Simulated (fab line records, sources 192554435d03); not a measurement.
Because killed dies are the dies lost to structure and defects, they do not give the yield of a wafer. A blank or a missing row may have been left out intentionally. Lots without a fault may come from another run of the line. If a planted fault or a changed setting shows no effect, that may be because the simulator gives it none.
Comparing a struck lot with a sound one / flow n5-finfet / 29 out of 1938 route steps
Sound: wafers L436.2, L436.4, L436.6. Wafers struck: L431.1, L431.4, L431.6. The cause comes at the end.
For every step that has rows: the tool of each side, followed by ch and its chambers, followed by its first start. Under that, the readings that differ: sound wafers / struck wafers / difference of the means / sigmas: that difference in standard deviations of wafers without a fault.
alike: readings with means less than 2 such deviations apart, plus words and numbers identical on both sides. not compared: withheld readings, readings lacking a value on some wafer, bounds such as >300 that could conceal the same value, and numbers that have no deviation in the record and whose values overlap.
A row with sigmas, a row that says differs or no value, or rows on one side alone: a step with any of these is where the two part. Non-overlapping numbers with no deviation appear without sigmas and do not part them. Lack of a reading on every wafer of one side parts them only where that side has two or more wafers.

first, 8 steps without rows for these wafers: N5_MOL_CONTACT_COAG_ANNEAL_112 (time 1800 s); N5_BEOL_M0_SAQP_PECVD_00 (deposits SiCN from 3MS/NH3, target thk 8 nm, time 14 s); N5_BEOL_M0_SAQP_ILD_DEP_01 (deposits SiOC from DEMS/O2, target thk 45.419 nm, time 8.7 s); N5_BEOL_M0_SAQP_HM_DEP_02 (deposits TiN, target thk 12 nm); N5_BEOL_M0_SAQP_PECVD_03 (deposits SiCN from 3MS/NH3, target thk 12 nm, time 21.1 s); N5_BEOL_M0_SAQP_PECVD_96 (deposits a-Si from SiH4/He, target thk 45 nm, time 45.2 s); N5_BEOL_M0_SAQP_PECVD_97 (deposits SiNx from SiH4/NH3/N2, target thk 23 nm, time 19.9 s); N5_BEOL_M0_SAQP_PECVD_04 (deposits a-Si from SiH4/He, target thk 60 nm, time 60.2 s).
N5_BEOL_M0_SAQP_HM_DEP_111: deposits SiO2 from SiH4/N2O, target thk 12 nm, time 7.2 s.
  sound on pecvd-03 ch 0,1, day 9 04:20; struck on pecvd-04 ch 0,2, day 8 05:47
reading=model.SiO2_of_BEOL_M0_SAQP_HM_DEP_111.thk-nm (nm); sound=11.4 11.6 12; struck=8.6 8.6 9; difference=-2.9; sigmas=
  alike: heater-power-w, showerhead-plenum-p-Torr
  not compared: since-wet-clean-h
then, 12 steps without rows for these wafers: N5_BEOL_M0_SAQP_COAT_81 (time 60 s, resist thk 100 nm); N5_BEOL_M0_SAQP_COAT_82 (time 60 s, resist thk 30 nm); N5_BEOL_M0_SAQP_COAT_08 (resist thk 90 nm); N5_BEOL_M0_SAQP_EBR_10; N5_BEOL_M0_SAQP_SOFTBAKE_09 (time 60 s); N5_BEOL_M0_SAQP_EXPOSE_11 (exposes mask M0 CORE, target cd 42 nm); N5_BEOL_M0_SAQP_PEB_12 (peb time 60 s); N5_BEOL_M0_SAQP_DEVELOP_13 (develop time 30 s); N5_BEOL_M0_SAQP_DESCUM_19 (chemistry O2, time 7.9 s); N5_BEOL_M0_SAQP_ETCH_83 (etches SiARC in CF4, target depth 39 nm, time 65 s); N5_BEOL_M0_SAQP_ETCH_84 (etches SOC in N2/H2, target depth 100 nm, overetch 20 nm, time 150 s); N5_BEOL_M0_SAQP_STRIP_80 (strips in N2/H2).
N5_BEOL_M0_SAQP_HM_OPEN_112: chemistry CHF3/O2, target SiO2, stops on a-Si, target depth 12 nm, time 13.5 s.
  sound on rie-diel-05 ch 0,1, day 9 04:56; struck on rie-diel-01 ch 0,1,3, day 8 06:23
reading=model.etch.depth-nm (nm); sound=11.49 11.67 11.97; struck=8.534 8.6 8.924; difference=-3.024; sigmas=
  alike: chamber-pressure-mTorr, drypump-motor-current-A, oes-product-au, rf-vpp-V, showerhead-plenum-p-Torr, throttle-valve-pct
  not compared: rf-hours-counter-h
then, 3 steps without rows for these wafers: N5_BEOL_M0_SAQP_STRIP_113 (strips in CHF3/O2); N5_BEOL_M0_SAQP_MANDREL_ETCH_20 (etches a-Si in HBr/Cl2, stops on SiNx, target depth 60 nm, bt time 10 s, time 30 s); N5_BEOL_M0_SAQP_STRIP_86 (strips in N2/H2).
N5_BEOL_M0_SAQP_STRIP_115: strips in post etch residue remover, time 60 s.
  sound on wet-bench-01 ch 0,2,7, day 9 05:13; struck on wet-bench-03 ch 0,6,7, day 8 06:38
reading=model.SiO2_of_BEOL_M0_SAQP_HM_DEP_111.thk-nm (nm); sound=11.4 11.6 11.8; struck=8.4 8.4 8.8; difference=-3.1; sigmas=
then, 1 step without rows for these wafers: N5_BEOL_M0_SAQP_SRD_93 (time 30 s).
-- the record jumps here: 3 days lie between the struck wafers' starts before and after (it left off in module BEOL_M0_SAQP and takes up again in module BEOL_M4, whose first step shown is number 1111 of the route) --
N5_BEOL_M4_RC_MEAS_101:
  sound on prober-01 ch 0, day 11 22:28; struck on prober-01 ch 0, day 10 19:44
  alike: DIBL_N, DIBL_P, IOFF_N, IOFF_P, ION_N, ION_P, SS_N, SS_P, VT_N, VT_P
next, for these wafers, 1 step has no rows: N5_PASSIVATION_PROBE_49.

WHERE THEY PART
Nowhere in this record.

WHY: whatever the simulator had introduced
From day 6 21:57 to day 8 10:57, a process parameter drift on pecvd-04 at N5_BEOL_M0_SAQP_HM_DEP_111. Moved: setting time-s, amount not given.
